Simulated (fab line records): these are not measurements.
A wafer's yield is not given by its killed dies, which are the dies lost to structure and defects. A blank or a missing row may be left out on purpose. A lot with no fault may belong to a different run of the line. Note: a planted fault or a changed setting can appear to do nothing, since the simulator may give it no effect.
Matching of chambers :: flow n5 finfet :: 3 sister chambers for N5_FIN_SAQP_PECVD_47 on pecvd-04
The step deposits a-Si from SiH4/He, target thk 45 nm, time 36.3 s. 3 wafers are shown with their chamber, then 7 later ones without.

WAFERS, EACH WITH ITS CHAMBER
wafer: L084.5
chamber: 2
throttle valve pct (%): 18.0

wafer: L087.1
chamber: 0
throttle valve pct (%): 18.1

wafer: L087.2
chamber: 1
throttle valve pct (%): 20.5

WAFERS MISSING THEIR CHAMBER
wafer: L087.5
throttle valve pct (%): 18.3

wafer: L094.1
throttle valve pct (%): 18.1

wafer: L094.2
throttle valve pct (%): 20.6

wafer: L094.6
throttle valve pct (%): 18.0

wafer: L096.1
throttle valve pct (%): 17.7

wafer: L096.2
throttle valve pct (%): 20.3

wafer: L096.4
throttle valve pct (%): 17.9

CHAMBER TAKEN BY EACH
wafer: L087.5
from the rows above: can't be placed: 0 or 2
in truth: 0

wafer: L094.1
from the rows above: can't be placed: 0 or 2
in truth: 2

wafer: L094.2
from the rows above: 1
in truth: 1

wafer: L094.6
from the rows above: can't be placed: 2 or 0
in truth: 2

wafer: L096.1
from the rows above: can't be placed: 2 or 0
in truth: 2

wafer: L096.2
from the rows above: 1
in truth: 1

wafer: L096.4
from the rows above: can't be placed: 2 or 0
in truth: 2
Correct placement for 2 of the 7. Cannot be placed on the basis of these rows: 5; the candidates contain the true chamber in 5. Placed wrongly: 0.
How it was worked out, from the rows above alone: a wafer's distance from a chamber is the root of the sum, over the readings, of the square of ((its reading less the chamber's mean) divided by the reading's scatter). If the next closest chamber is less than 2 further off than the closest, the wafer can't be placed; otherwise it belongs to the closest. The mean given for a chamber averages the wafers shown for that chamber. The scatter: root of mean squared gap, hidden wafer to nearest shown wafer, with one shown wafer a chamber.
